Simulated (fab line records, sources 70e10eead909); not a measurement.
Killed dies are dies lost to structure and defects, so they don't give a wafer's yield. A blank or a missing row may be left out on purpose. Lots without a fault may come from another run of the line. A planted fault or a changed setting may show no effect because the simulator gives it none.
fab line records | flow nand_harc
record lots=6 wafers=18 last_day=24
route steps=1159 shown A_CONTACT@872 END@1159
lots that met no fault: from a run of the same line without faults
start_h: hours from the record's first day to the start of the lot's first wafer shown | wait_h: hours since the lot's step before | " the same as in the row above | L1.1+2: a row that stands for several wafers | - no value, or no start given | * or withheld: withheld | < > ~ a bound
route shown NAME@n: a module of which the file shows steps, and the number in the route of the first | usual: mean/standard deviation of fault-free wafers | same: alike in all rows | chamber/n: place in a boat | sites: the reading at each site | _std_site: their standard deviation | _edge_site: outer sites' mean less inner sites' | radius_mm: how far each site lies from the wafer's centre | mask NAME#n: copy n | behind: the tool/chamber that last shaped the wafer | hold: why the lot was held/for how many hours/how that ended | device: the transistor (n, p or np) that didn't switch | end of line: the same wafers' tests at the end of the route | a step without rows: its recipe alone | killed: dies lost to structure and defects at the first sort, not the wafer's yield | map: a wafer's dies, x killed, . not, _ none there
set.NAME: the setting as run; set.NAME@STEP: as run at that earlier step | model.NAME: the simulator's own value behind a step, which no gauge read
lots at some steps of the route; a table a step, a row a wafer
services: from which hour (start_h, from the record's first day; less than 0 if before it) a tool's chamber was out of use, for how many hours, and why
## steps
# step NHARC_A_CONTACT_ETCH_121
# recipe source_w=withheld pressure_mtorr=20 bias_v=3000 time_s=94 target_depth_a=9220 ar_flow_sccm=withheld c4f8_flow_sccm=withheld o2_flow_sccm=withheld chemistry=C4F8/O2/Ar
# columns lot.wafer tool chamber start_h wait_h rf_hours_counter_h
L985.4 har_cap_etch-02 0 381.69 0.1 -
L985.6 " 0 " " -
L985.5 " 1 " " -
L989.3 har_cap_etch-03 1 419.42 0.1 -
L989.5 " 1 " " -
L989.6 " 0 " " -
L993.1 har_cap_etch-02 0 428.08 0.1 20
L993.4 " 1 " " -
L993.5 " 0 " " -
L996.3 har_cap_etch-03 1 451.61 0.1 -
L996.6 " 1 " " -
L996.5 " 0 " " -
L100.1 har_cap_etch-01 0 474.60 0.1 75
L100.2 " 1 " " 75
L100.3 " 1 " " -
L104.2 har_cap_etch-01 0 508.30 0.1 80
L104.3 " 1 " " -
L104.5 " 0 " " -
# step NHARC_A_CONTACT_ETCH_122
# recipe source_w=withheld pressure_mtorr=20 bias_v=3000 time_s=95 target_depth_a=9300 ar_flow_sccm=withheld c4f8_flow_sccm=withheld o2_flow_sccm=withheld chemistry=C4F8/O2/Ar
# step NHARC_A_CONTACT_ETCH_123
# recipe source_w=withheld pressure_mtorr=20 bias_v=400 time_s=253 target_depth_a=10900 ar_flow_sccm=withheld c4f8_flow_sccm=11.5 o2_flow_sccm=7.2 chemistry=C4F8/O2/Ar
# step NHARC_A_CONTACT_ETCH_90
# recipe target_depth_a=400 over_etch_frac=0.5 time_s=85.7 ion_energy_ev=120 ch3f_flow_sccm=50 o2_flow_sccm=30 ar_flow_sccm=200 rf_w=500 bias_w=100 chemistry=CH3F/O2
# step NHARC_A_CONTACT_ETCH_96
# recipe target_depth_a=200 over_etch_frac=0.5 time_s=10 ion_energy_ev=250 c4f6_flow_sccm=25 o2_flow_sccm=20 ar_flow_sccm=500 rf_w=600 bias_w=500 chemistry=C4F6/O2
# usual drypump_motor_current_A=5.6/0.51 oes_product_au=0.979/0.026 rf_fwd_power_W=586.5/2.1 rf_vpp_V=546.0/2.8 showerhead_plenum_p_Torr=3.88/0.13 throttle_valve_pct=26.904/0.0095
# columns lot.wafer tool chamber start_h wait_h drypump_motor_current_A oes_product_au rf_fwd_power_W rf_hours_counter_h rf_vpp_V showerhead_plenum_p_Torr throttle_valve_pct
L985.4 rie_diel-10 2 - - 5.3 0.979 588.4 4 540.0 3.66 26.909
L985.6 " 3 " " 5.6 0.941 584.5 - 542.5 3.73 26.894
L985.5 " 0 " " 5.3 0.961 587.9 - 548.3 4.02 26.905
L989.3 rie_diel-03 0 - - 5.1 0.987 585.2 5 546.5 3.87 26.898
L989.5 " 1 " " 4.9 0.995 585.8 - 548.5 3.97 26.911
L989.6 " 2 " " 5.2 1.016 588.6 - 547.4 4.01 26.908
L993.4 rie_diel-12 2 - - 6.1 0.989 583.6 17 549.7 4.08 26.906
L993.1 " 0 " " 5.6 0.999 585.5 16 547.7 3.98 26.900
L993.5 " 1 " " 5.9 1.010 587.0 - 543.3 3.76 26.901
L996.3 rie_diel-12 3 - - 5.3 0.993 585.4 25 547.4 3.96 26.920
L996.5 " 2 " " 6.1 0.984 585.8 - 551.3 4.07 26.897
L996.6 " 3 " " 5.3 1.003 584.8 - 547.7 3.96 26.893
L100.1 rie_diel-10 0 475.54 0.1 5.3 0.967 588.4 20 549.3 4.01 26.905
L100.3 " 1 " " 6.8 0.971 586.5 22 543.9 3.83 26.895
L100.2 " 3 " " 5.5 0.942 583.2 22 540.8 3.72 26.907
L104.2 rie_diel-03 2 - - 5.2 0.970 589.2 40 548.2 3.99 26.908
L104.3 " 3 " " 6.1 0.980 586.2 38 544.7 3.84 26.899
L104.5 " 3 " " 6.1 0.979 585.5 - 544.2 3.84 26.910
# step NHARC_A_CONTACT_CD_MEAS_53
# usual cd_nm=189.6/0.89
# columns lot.wafer tool chamber start_h wait_h cd_nm
L985.4 cd_sem-02 - 382.67 - 189.0
L985.5 " - " " 188.5
L985.6 " - " " 189.2
L989.3 cd_sem-01 - 420.43 - 189.4
L989.5 " - " " 189.3
L989.6 " - " " 190.5
L993.1 cd_sem-01 - 429.12 - 191.1
L993.4 " - " " 189.9
L993.5 " - " " 191.0
L996.3 cd_sem-02 - 452.58 - 190.2
L996.5 " - " " 190.5
L996.6 " - " " 190.6
L100.1 cd_sem-02 - 475.63 - 189.2
L100.2 " - " " 188.5
L100.3 " - " " 190.5
L104.2 cd_sem-02 - 509.36 - 189.2
L104.3 " - " " 190.0
L104.5 " - " " 189.7
# step NHARC_A_CONTACT_STRIP_99
# recipe n2_flow_sccm=150 h2_flow_sccm=150 ar_flow_sccm=0 bias_w=0 chemistry=N2/H2
# step NHARC_A_CONTACT_STRIP_100
# recipe cf4_flow_sccm=100 chf3_flow_sccm=30 ar_flow_sccm=0 bias_w=0 chemistry=CF4/CHF3
# step NHARC_A_CONTACT_STRIP_101
# recipe o2_flow_sccm=400 cos_flow_sccm=20 ar_flow_sccm=0 bias_w=0 chemistry=O2/COS
# step NHARC_A_CONTACT_ETCH_102
# recipe target_depth_a=700 overetch_a=70 time_s=38.5 ion_energy_ev=100 cf4_flow_sccm=80 o2_flow_sccm=20 ar_flow_sccm=0 rf_w=300 bias_w=100 chemistry=CF4/O2
# usual drypump_motor_current_A=5.6/0.55 oes_product_au=1.005/0.013 rf_fwd_power_W=296.1/1.4 rf_vpp_V=197.5/1.3 showerhead_plenum_p_Torr=1.32/0.047 throttle_valve_pct=13.397/0.0091
# columns lot.wafer tool chamber start_h wait_h drypump_motor_current_A oes_product_au rf_fwd_power_W rf_hours_counter_h rf_vpp_V showerhead_plenum_p_Torr throttle_valve_pct
L985.4 rie_diel-10 0 383.13 0.1 5.3 1.005 296.4 6 198.4 1.37 13.420
L985.6 " 1 " " 6.7 1.025 295.1 - 196.7 1.30 13.399
L985.5 " 2 " " 5.3 1.002 295.8 - 196.3 1.24 13.421
L989.3 rie_diel-12 0 420.71 0.1 5.6 0.992 296.7 13 200.3 1.36 13.397
L989.5 " 0 " " 5.6 0.991 294.8 - 200.0 1.36 13.407
L989.6 " 1 " " 5.9 1.017 297.0 - 197.1 1.28 13.387
L993.1 rie_diel-10 2 429.44 0.1 5.3 1.017 295.9 12 195.2 1.24 13.397
L993.4 " 3 " " 5.5 0.997 297.2 - 194.9 1.26 13.392
L993.5 " 1 " " 6.7 1.016 293.9 - 196.8 1.30 13.415
L996.3 rie_diel-10 2 452.88 0.1 5.3 1.010 295.6 18 195.4 1.24 13.401
L996.5 " 1 " " 6.7 1.021 294.0 - 197.1 1.30 13.388
L996.6 " 2 " " 5.4 1.012 296.8 - 195.5 1.24 13.405
L100.2 rie_diel-10 3 475.95 0.1 5.5 0.977 296.9 22 195.8 1.26 13.405
L100.1 " 0 " " 5.3 1.012 297.1 20 198.7 1.37 13.411
L100.3 " 1 " " 6.7 1.010 293.7 22 198.6 1.30 13.391
L104.3 rie_diel-03 3 509.66 0.1 6.0 1.003 296.6 39 199.3 1.30 13.401
L104.2 " 0 " " 5.1 1.000 296.3 36 196.5 1.31 13.398
L104.5 " 2 " " 5.2 1.020 297.1 - 196.5 1.36 13.401
# step NHARC_A_CONTACT_STRIP_55
# recipe o2_flow_sccm=500 ar_flow_sccm=0 bias_w=0 chemistry=O2
# step NHARC_A_CONTACT_STRIP_56
# recipe time_s=600 temp_c=30 chemistry=post_etch_residue_remover
# step NHARC_A_CONTACT_DEP_57
# recipe target_thk_a=28000 temp_c=400 material=aC
# usual susceptor_temp_C=400.00/0.2 throttle_valve_pct=34.998/0.0089
# columns lot.wafer tool chamber start_h wait_h susceptor_temp_C throttle_valve_pct
L985.4 acl_dep-02 0 385.20 - 400.13 35.011
L985.5 " 0 " " 400.37 34.983
L985.6 " 0 " " 399.95 34.996
L989.3 acl_dep-02 - 421.95 - - -
L989.5 " - " " - -
L989.6 " - " " - -
L993.1 acl_dep-02 - 430.74 - - -
L993.4 " - " " - -
L993.5 " - " " - -
L996.3 acl_dep-01 0 454.11 - 399.62 34.998
L996.5 " 0 " " 400.08 34.997
L996.6 " 0 " " 399.56 35.003
L100.1 acl_dep-03 0 478.31 - - 34.978
L100.2 " 0 " " - 34.987
L100.3 " 0 " " - 35.004
L104.2 acl_dep-03 0 510.67 - - 34.994
L104.3 " 0 " " - 34.985
L104.5 " 0 " " - 34.995
# step NHARC_A_CONTACT_DEP_58
# recipe target_thk_a=600 target_thk_nm=60 temp_c=400 pressure_torr=3.5 flow_sccm=200 rf_w=350 material=SiON
# step NHARC_A_CONTACT_DEHYDRATE_59
# recipe temp_c=150 time_s=120
# step NHARC_A_CONTACT_HMDS_60
# recipe time_s=30
# step NHARC_A_CONTACT_COAT_61
# recipe temp_c=260 time_s=75
# step NHARC_A_CONTACT_COAT_62
# recipe temp_c=225 time_s=65
# step NHARC_A_CONTACT_COAT_63
# recipe spin_rpm=1500 resist_thk_nm=90
# step NHARC_A_CONTACT_SOFTBAKE_64
# recipe temp_c=105 time_s=55
# step NHARC_A_CONTACT_EBR_65
# step NHARC_A_CONTACT_EXPOSE_66
# recipe na=1.35 sigma_outer=0.8 dose_mj=59.02 mask_id=A_CC_2
# step NHARC_A_CONTACT_PEB_67
# recipe peb_temp_c=100 peb_time_s=65
# step NHARC_A_CONTACT_DEVELOP_68
# recipe develop_time_s=35 dev_temp_c=23
# step NHARC_A_CONTACT_CD_MEAS_69
# recipe target_cd_nm=200 landing_energy_ev=500
# usual cd_nm=200.0/0.58
# columns lot.wafer tool chamber start_h wait_h cd_nm
L985.4 cd_sem-01 0 386.70 - 201.1
L985.5 " 0 " " 199.5
L985.6 " 0 " " 201.0
L989.3 cd_sem-01 0 423.72 - 200.6
L989.5 " 0 " " 199.9
L989.6 " 0 " " 199.2
L993.1 cd_sem-03 0 433.23 - 200.1
L993.4 " 0 " " 199.8
L993.5 " 0 " " 199.8
L996.3 cd_sem-02 0 456.02 - 200.4
L996.5 " 0 " " 201.1
L996.6 " 0 " " 199.3
L100.1 cd_sem-03 0 480.74 - 200.1
L100.2 " 0 " " 200.6
L100.3 " 0 " " 198.8
L104.2 cd_sem-02 0 512.83 - 200.1
L104.3 " 0 " " 199.8
L104.5 " 0 " " 199.7
# step NHARC_A_CONTACT_OVL_MEAS_70
# usual overlay_x_nm=0.3/1 overlay_y_nm=-0.1/1
# columns lot.wafer tool chamber start_h wait_h overlay_x_nm overlay_y_nm
L985.4 overlay-02 - 386.78 - 1.6 -1.0
L985.5 " - " " 1.8 -0.7
L985.6 " - " " 1.2 -0.8
L989.3 overlay-02 - 423.80 - 1.2 0.8
L989.5 " - " " 1.3 0.8
L989.6 " - " " 1.1 0.8
L993.1 overlay-02 - 433.31 - -0.2 1.0
L993.4 " - " " -0.5 0.8
L993.5 " - " " -0.1 0.5
L996.3 overlay-02 - 456.11 - -0.9 -1.3
L996.5 " - " " -1.0 -0.5
L996.6 " - " " -0.9 -0.9
L100.1 overlay-02 - 480.83 - -0.6 -0.1
L100.2 " - " " -0.6 0.0
L100.3 " - " " -0.9 0.2
L104.2 overlay-01 - 512.92 - 0.7 -0.2
L104.3 " - " " 0.1 0.1
L104.5 " - " " 0.3 -0.1
# step NHARC_A_CONTACT_INSPECT_71
# usual raw_defect_count=29/14
# columns lot.wafer tool chamber start_h wait_h raw_defect_count
L985.4 defect_inspect-02 - 386.82 0.0 23
L985.5 " - " " 24
L985.6 " - " " 27
L989.3 defect_inspect-01 - 423.84 0.0 45
L989.5 " - " " 39
L989.6 " - " " 39
L993.1 defect_inspect-02 - 433.35 0.0 31
L993.4 " - " " 37
L993.5 " - " " 34
L996.3 defect_inspect-02 - 456.16 0.1 7
L996.5 " - " " 8
L996.6 " - " " 8
L100.1 defect_inspect-02 - 480.87 0.0 22
L100.2 " - " " 15
L100.3 " - " " 16
L104.2 defect_inspect-01 - 512.95 0.0 42
L104.3 " - " " 32
L104.5 " - " " 38
# step NHARC_A_CONTACT_DESCUM_74
# recipe time_s=3 o2_flow_sccm=200 ar_flow_sccm=0 bias_power_w=0 chemistry=O2
# step NHARC_A_CONTACT_ETCH_75
# recipe target_depth_a=390 over_etch_frac=0.3 time_s=65 ion_energy_ev=80 cf4_flow_sccm=150 ar_flow_sccm=0 rf_w=300 bias_w=100 chemistry=CF4
# step NHARC_A_CONTACT_ETCH_76
# recipe target_depth_a=2600 over_etch_frac=0.3 time_s=475.3 ion_energy_ev=200 n2_flow_sccm=150 h2_flow_sccm=150 ar_flow_sccm=0 rf_w=400 bias_w=150 chemistry=N2/H2
# usual drypump_motor_current_A=5.6/0.5 oes_product_au=1.005/0.014 rf_fwd_power_W=399.6/1.2 rf_vpp_V=429.8/2.3 showerhead_plenum_p_Torr=2.01/0.08 throttle_valve_pct=14.173/0.0091
# columns lot.wafer tool chamber start_h wait_h drypump_motor_current_A oes_product_au rf_fwd_power_W rf_hours_counter_h rf_vpp_V showerhead_plenum_p_Torr throttle_valve_pct
L985.4 rie_diel-03 2 - - 5.2 1.001 399.5 66 432.5 2.09 14.176
L985.6 " 3 " " 6.0 1.012 397.8 - 430.5 2.00 14.164
L985.5 " 0 " " 5.1 1.016 398.9 - 430.8 2.01 14.182
L989.3 rie_diel-12 3 - - 5.3 0.990 399.6 14 429.8 2.06 14.182
L989.5 " 1 " " 5.9 1.015 402.5 - 428.2 1.95 14.165
L989.6 " 2 " " 6.1 0.980 399.2 - 433.5 2.13 14.181
L993.4 rie_diel-12 0 - - 5.6 0.989 400.9 17 431.2 2.07 14.189
L993.1 " 2 " " 6.1 0.974 397.9 18 433.7 2.13 14.175
L993.5 " 0 " " 5.6 1.004 398.6 - 430.8 2.07 14.168
L996.3 rie_diel-12 0 - - 5.6 1.011 397.6 27 431.8 2.07 14.181
L996.5 " 1 " " 5.9 1.011 399.9 - 428.0 1.94 14.177
L996.6 " 2 " " 6.1 0.996 399.8 - 432.9 2.13 14.172
L100.3 rie_diel-10 0 - - 5.3 1.008 401.1 22 432.5 2.09 14.180
L100.1 " 1 " " 6.7 1.016 400.5 24 428.9 1.98 14.181
L100.2 " 2 " " 5.3 1.020 400.0 22 426.4 1.88 14.158
L104.3 rie_diel-10 3 - - 5.5 0.987 400.1 27 425.7 1.92 14.165
L104.2 " 1 " " 6.7 1.023 396.9 27 428.6 1.98 14.161
L104.5 " 2 " " 5.3 1.017 398.6 - 426.3 1.88 14.162
# step NHARC_A_CONTACT_ETCH_77
# recipe target_depth_a=726 time_s=36.3 cf4_flow_sccm=100 chf3_flow_sccm=30 ar_flow_sccm=0 rf_w=500 bias_w=200 chemistry=CF4/CHF3
# step NHARC_A_CONTACT_ETCH_78
# recipe target_depth_a=28000 over_etch_frac=0.3 time_s=728 ion_energy_ev=150 o2_flow_sccm=400 cos_flow_sccm=20 ar_flow_sccm=0 rf_w=500 bias_w=300 chemistry=O2/COS
# step NHARC_A_CONTACT_ETCH_124
# recipe source_w=withheld pressure_mtorr=20 bias_v=withheld time_s=140 target_depth_a=7000 ar_flow_sccm=withheld c4f8_flow_sccm=withheld o2_flow_sccm=withheld chemistry=C4F8/O2/Ar
# step NHARC_A_CONTACT_ETCH_125
# recipe source_w=withheld pressure_mtorr=20 bias_v=1200 time_s=155 target_depth_a=9560 ar_flow_sccm=withheld c4f8_flow_sccm=withheld o2_flow_sccm=withheld chemistry=C4F8/O2/Ar
# columns lot.wafer tool chamber start_h wait_h rf_hours_counter_h
L985.4 har_cap_etch-02 1 388.83 0.2 -
L985.5 " 1 " " -
L985.6 " 0 " " -
L989.3 har_cap_etch-03 1 425.30 0.1 -
L989.6 " 0 " " -
L989.5 " 1 " " -
L993.1 har_cap_etch-01 0 434.78 0.2 69
L993.4 " 0 " " -
L993.5 " 1 " " -
L996.3 har_cap_etch-03 1 457.70 0.1 -
L996.5 " 0 " " -
L996.6 " 1 " " -
L100.1 har_cap_etch-03 1 482.63 0.2 101
L100.2 " 0 " " 101
L100.3 " 0 " " -
L104.2 har_cap_etch-01 0 514.60 0.2 81
L104.3 " 0 " " -
L104.5 " 1 " " -
# step NHARC_A_CONTACT_ETCH_126
# recipe source_w=withheld pressure_mtorr=20 bias_v=1200 time_s=155 target_depth_a=9560 ar_flow_sccm=withheld c4f8_flow_sccm=withheld o2_flow_sccm=withheld chemistry=C4F8/O2/Ar
# step NHARC_A_CONTACT_ETCH_127
# recipe source_w=withheld pressure_mtorr=20 bias_v=1200 time_s=155 target_depth_a=9560 ar_flow_sccm=withheld c4f8_flow_sccm=withheld o2_flow_sccm=withheld chemistry=C4F8/O2/Ar
# step NHARC_A_CONTACT_ETCH_128
# recipe source_w=withheld pressure_mtorr=20 bias_v=1200 time_s=155 target_depth_a=9560 ar_flow_sccm=withheld c4f8_flow_sccm=withheld o2_flow_sccm=withheld chemistry=C4F8/O2/Ar
# step NHARC_A_CONTACT_ETCH_129
# recipe source_w=withheld pressure_mtorr=20 bias_v=1200 time_s=155 target_depth_a=9560 ar_flow_sccm=withheld c4f8_flow_sccm=withheld o2_flow_sccm=withheld chemistry=C4F8/O2/Ar
# step NHARC_A_CONTACT_ETCH_130
# recipe source_w=withheld pressure_mtorr=20 bias_v=1200 time_s=155 target_depth_a=9560 ar_flow_sccm=withheld c4f8_flow_sccm=withheld o2_flow_sccm=withheld chemistry=C4F8/O2/Ar
# step NHARC_A_CONTACT_ETCH_131
# recipe source_w=withheld pressure_mtorr=20 bias_v=1200 time_s=155 target_depth_a=9560 ar_flow_sccm=withheld c4f8_flow_sccm=withheld o2_flow_sccm=withheld chemistry=C4F8/O2/Ar
# step NHARC_A_CONTACT_ETCH_132
# recipe source_w=withheld pressure_mtorr=20 bias_v=1200 time_s=156 target_depth_a=9580 ar_flow_sccm=withheld c4f8_flow_sccm=withheld o2_flow_sccm=withheld chemistry=C4F8/O2/Ar
# step NHARC_A_CONTACT_ETCH_133
# recipe source_w=withheld pressure_mtorr=20 bias_v=400 time_s=195 target_depth_a=8400 ar_flow_sccm=withheld c4f8_flow_sccm=11.5 o2_flow_sccm=7.2 chemistry=C4F8/O2/Ar
# step NHARC_END_SORT_01
# recipe temp_c=25
# usual defect_limited_yield=95.3/1.6 killed_at_array=28/11 killed_at_other=0.5/0.87 killed_at_periphery=2.9/2.2 killed_dies=32/11 killed_open=3.2/1.9 killed_short=1.8/1.4 sort_bin_2_pct=1.5/0.62 sort_bin_3_pct=0.22/0.18 sort_bin_4_pct=3.0/1.1 sort_n_pass=645/11 sort_rim_yield_pct=96.1/2.4 sort_yield_pct=95.3/1.6
# same gross_dies=677 sort_bin_5_pct[%]=0 sort_bin_6_pct[%]=0 sort_bin_7_pct[%]=0 sort_bin_8_pct[%]=0 sort_rim_n_gross=106.00
# columns lot.wafer tool chamber start_h wait_h defect_limited_yield[%] killed_at_array killed_at_other killed_at_periphery killed_dies killed_open killed_short sort_bin_2_pct[%] sort_bin_3_pct[%] sort_bin_4_pct[%] sort_n_pass sort_rim_yield_pct[%] sort_yield_pct[%]
L985.4 prober-01 0 458.66 3.4 96.6 20 0 3 23 3 0 1.3 0.30 1.8 654 98.1 96.6
L985.5 prober-01 0 459.45 3.7 95.4 27 1 3 31 8 2 1.2 0.44 3.0 646 94.3 95.4
L985.6 prober-01 0 460.24 4.0 95.9 28 0 0 28 3 3 1.5 0.15 2.5 649 96.2 95.9
L996.3 prober-02 0 517.71 3.1 97.5 15 0 2 17 5 2 1.2 0.15 1.2 660 99.1 97.5
L996.5 prober-02 0 519.31 3.7 98.1 8 2 3 13 6 1 0.9 0 1.0 664 99.1 98.1
L996.6 prober-02 0 520.11 4.0 97.6 12 0 4 16 4 3 0.3 0.30 1.8 661 100.0 97.6
L100.1 prober-01 0 542.97 2.5 95.9 23 0 5 28 2 2 1.3 0 2.8 649 96.2 95.9
L100.2 prober-01 0 543.77 2.8 96.5 21 0 3 24 3 2 0.9 0 2.7 653 96.2 96.5
L100.3 prober-01 0 544.57 3.1 95.6 21 2 7 30 4 2 1.5 0 3.0 647 95.3 95.6
L104.2 prober-02 0 570.37 2.8 94.1 38 1 1 40 0 2 1.8 0.44 3.7 637 94.3 94.1
L104.3 prober-02 0 571.18 3.1 94.7 34 0 2 36 3 5 1.5 0.15 3.7 641 94.3 94.7
L104.5 prober-02 0 572.80 3.7 95.4 28 0 3 31 2 1 1.5 0.30 2.8 646 93.4 95.4
# killed by level:class
L985.4 A_CHANNEL_HOLE_D1:chamber_film_flake=18 P_CONTACT:geometric_particle:open=2 A_CONTACT:geometric_particle:open=1 P_M2:chamber_film_flake=1 A_CONTACT:chamber_film_flake=1
L985.5 A_CHANNEL_HOLE_D1:chamber_film_flake=16 A_CONTACT:geometric_particle:open=3 A_STAIRCASE:chamber_film_flake=2 P_GATE:geometric_particle:open=1 P_M0:geometric_particle:open=1 A_ONON_D1:geometric_particle:open=1 A_WL_FILL:geometric_particle:short=1 A_WL_FILL:geometric_particle:open=1
L985.6 A_CHANNEL_HOLE_D1:chamber_film_flake=16 A_STAIRCASE:chamber_film_flake=3 A_CONTACT:chamber_film_flake=2 A_SOURCE_PLATE:geometric_particle:short=1 A_SOURCE_PLATE:geometric_particle:open=1 A_CHANNEL_HOLE_D1:geometric_particle:short=1 A_CONTACT:geometric_particle:open=1 A_M0:geometric_particle:open=1
L996.3 A_CHANNEL_HOLE_D1:chamber_film_flake=4 A_CONTACT:chamber_film_flake=3 A_ONON_D1:geometric_particle:open=2 A_CONTACT:geometric_particle:open=2 A_STAIRCASE:chamber_film_flake=2 P_M0:geometric_particle:open=1 A_ONON_D1:geometric_particle:short=1 A_M0:geometric_particle:short=1
L996.5 A_CHANNEL_HOLE_D1:chamber_film_flake=3 A_STAIRCASE:chamber_film_flake=2 P_GATE:geometric_particle:open=1 P_CONTACT:geometric_particle:open=1 A_ONON_D1:geometric_particle:open=1 A_CHANNEL_FILL_D1:geometric_particle:open=1 A_SGD_CUT:geometric_particle:open=1 STARTING-WAFER:geometric_particle:open=1
L996.6 A_CHANNEL_HOLE_D1:chamber_film_flake=5 A_CONTACT:geometric_particle:open=2 P_GATE:chamber_film_flake=2 A_CONTACT:chamber_film_flake=2 P_GATE:geometric_particle:open=1 P_M1:geometric_particle:open=1 A_ONON_D1:geometric_particle:short=1 A_CHANNEL_FILL_D1:geometric_particle:short=1
L100.1 A_CHANNEL_HOLE_D1:chamber_film_flake=11 A_STAIRCASE:chamber_film_flake=5 A_CONTACT:chamber_film_flake=4 P_GATE:chamber_film_flake=2 P_M1:geometric_particle:open=1 A_SOURCE_PLATE:geometric_particle:open=1 A_CHANNEL_HOLE_D1:geometric_particle:short=1 A_CONTACT:geometric_particle:short=1
L100.2 A_CHANNEL_HOLE_D1:chamber_film_flake=11 A_CONTACT:chamber_film_flake=4 A_BLC:geometric_particle:short=2 P_GATE:chamber_film_flake=2 P_CONTACT:geometric_particle:open=1 A_CONTACT:geometric_particle:open=1 A_BLC:geometric_particle:open=1 A_CHANNEL_FILL_D1:chamber_film_flake=1
L100.3 A_CHANNEL_HOLE_D1:chamber_film_flake=10 P_GATE:chamber_film_flake=5 A_CONTACT:chamber_film_flake=3 THIN_TSV:chamber_film_flake=2 P_GATE:geometric_particle:open=1 P_CONTACT:geometric_particle:open=1 A_WL_FILL:geometric_particle:short=1 A_CONTACT:geometric_particle:open=1
L104.2 A_SLIT:chamber_film_flake=19 A_CHANNEL_HOLE_D1:chamber_film_flake=8 A_STAIRCASE:chamber_film_flake=4 A_BONDPAD:chamber_film_flake=4 A_CONTACT:chamber_film_flake=2 P_M1:geometric_particle:short=1 A_SOURCE_PLATE:geometric_particle:short=1 THIN_TSV:chamber_film_flake=1
L104.3 A_SLIT:chamber_film_flake=17 A_CHANNEL_HOLE_D1:chamber_film_flake=5 A_STAIRCASE:chamber_film_flake=2 A_CONTACT:chamber_film_flake=2 A_BONDPAD:chamber_film_flake=2 P_ZERO_WELL:geometric_particle:open=1 P_CONTACT:geometric_particle:short=1 A_ONON_D1:geometric_particle:open=1
L104.5 A_SLIT:chamber_film_flake=12 A_CHANNEL_HOLE_D1:chamber_film_flake=4 A_STAIRCASE:chamber_film_flake=4 A_CONTACT:chamber_film_flake=3 A_BONDPAD:chamber_film_flake=3 P_STI:geometric_particle:short=1 P_CONTACT:geometric_particle:open=1 P_M1:geometric_particle:open=1
## services
# columns tool chamber start_h hours kind
rie_diel-10 0 362.64 - clean
rie_diel-10 1 362.64 - clean
rie_diel-10 2 362.64 - clean
rie_diel-10 3 362.64 - clean
rie_diel-10 3 362.64 - consumable_replace:focus_ring
rie_diel-12 - 379.86 9.0 pm
rie_diel-10 0 387.14 - clean
rie_diel-10 1 387.14 - clean
rie_diel-10 2 387.14 - clean
rie_diel-10 3 387.14 - clean
rie_diel-03 - 392.39 9.0 pm
acl_dep-03 - 406.13 13.0 pm
rie_diel-10 0 411.64 - clean
rie_diel-10 1 411.64 - clean
rie_diel-10 2 411.64 - clean
rie_diel-10 3 411.64 - clean
rie_diel-10 0 425.60 8.0 repair
rie_diel-10 0 436.14 - clean
rie_diel-03 - 473.82 0.5 repair
acl_dep-01 - 474.26 13.0 pm
rie_diel-10 2 474.83 1.8 repair
rie_diel-12 3 484.72 6.2 repair
rie_diel-10 1 490.87 4.7 repair
rie_diel-12 - 512.10 4.3 repair
## key
first_sign step=NHARC_A_CONTACT_DEP_57 reading=tool_record direction=missing
effect none on later readings
met_at NHARC_A_CONTACT_DEP_57
struck_wafers L989.3,L989.5,L989.6,L993.1,L993.4,L993.5
scrapped_behind NHARC_A_CONTACT_INSPECT_10 L989.3,L989.5,L989.6,L993.1,L993.4,L993.5
onset_between 385.20 421.95
fault kind=skipped_step_whole tool=acl_dep-02 chamber=- onset_h=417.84 steps=NHARC_A_CONTACT_DEP_57 scope=struck_lots_only
